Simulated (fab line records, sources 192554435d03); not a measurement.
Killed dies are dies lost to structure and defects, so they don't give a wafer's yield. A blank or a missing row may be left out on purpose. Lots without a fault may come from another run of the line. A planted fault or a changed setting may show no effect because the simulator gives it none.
Chamber matching | flow n5_finfet | N5_MOL_CONTACT_COAG_ALD_123 on ald_sin-02: 4 sister chambers
The step deposits SiNx, target thk 5 nm, pulse time 1 s, purge time 2 s. 20 wafers are shown with their chamber, then 10 later ones without.

WAFERS WITH THEIR CHAMBER
wafer  | chamber | heater_power_w (W) | precursor_pulse_height_rel
L075.3 | 0       | 1009               | 0.976
L075.5 | 0       | 969                | 1.001
L075.6 | 3       | 654                | 0.985
L076.1 | 3       | 667                | 1.023
L076.3 | 1       | 776                | 1.005
L076.5 | 2       | 830                | 0.999
L078.1 | 3       | 666                | 0.994
L078.4 | 1       | 786                | 1.015
L078.5 | 3       | 664                | 1.003
L084.1 | 1       | 774                | 1.029
L084.4 | 0       | 980                | 0.991
L084.5 | 3       | 656                | 0.993
L087.3 | 1       | 780                | 0.986
L087.5 | 0       | 983                | 0.973
L087.6 | 1       | 772                | 1.000
L088.1 | 0       | 1016               | 1.025
L088.2 | 2       | 844                | 0.983
L088.3 | 1       | 782                | 0.988
L089.1 | 3       | 656                | 1.011
L089.4 | 0       | 973                | 0.971

SIGNATURES (means of the wafers above)
reading                    | chamber 0 | chamber 1 | chamber 2 | chamber 3 | scatter within a chamber
heater_power_w             | 988.33    | 778.33    | 837.00    | 660.50    | 12
precursor_pulse_height_rel | 0.98950   | 1.00383   | 0.99100   | 1.00150   | 0.017
Rule: a wafer's distance from a chamber is the root of the sum, over the readings, of the square of ((its reading less the chamber's mean) divided by the reading's scatter). The wafer belongs to the nearest chamber; if the next one is less than 2 further off, it can't be placed. The scatter: the root of (the sum of the squares of (reading less its chamber's mean) over the shown wafers, divided by (wafers less chambers)).

WAFERS WITHOUT THEIR CHAMBER
wafer  | heater_power_w (W) | precursor_pulse_height_rel
L089.6 | 996                | 0.988
L091.1 | 775                | 0.983
L091.4 | 843                | 1.021
L091.5 | 845                | 1.002
L093.1 | 874                | 1.032
L093.4 | 973                | 0.981
L093.6 | 848                | 1.024
L096.1 | 794                | 0.981
L096.3 | 660                | 1.002
L096.5 | 765                | 1.017

WHICH CHAMBER EACH WENT THROUGH
wafer  | from the rows above     | in truth
L089.6 | 0                       | 0
L091.1 | 1                       | 1
L091.4 | 2                       | 2
L091.5 | 2                       | 2
L093.1 | 2                       | 2
L093.4 | 0                       | 0
L093.6 | 2                       | 2
L096.1 | can't be placed: 1 or 2 | 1
L096.3 | 3                       | 3
L096.5 | 1                       | 1
Placed correctly: 9 of 10. Can't be placed from these rows: 1 (the true chamber is among the candidates in 1). Placed wrongly: 0.
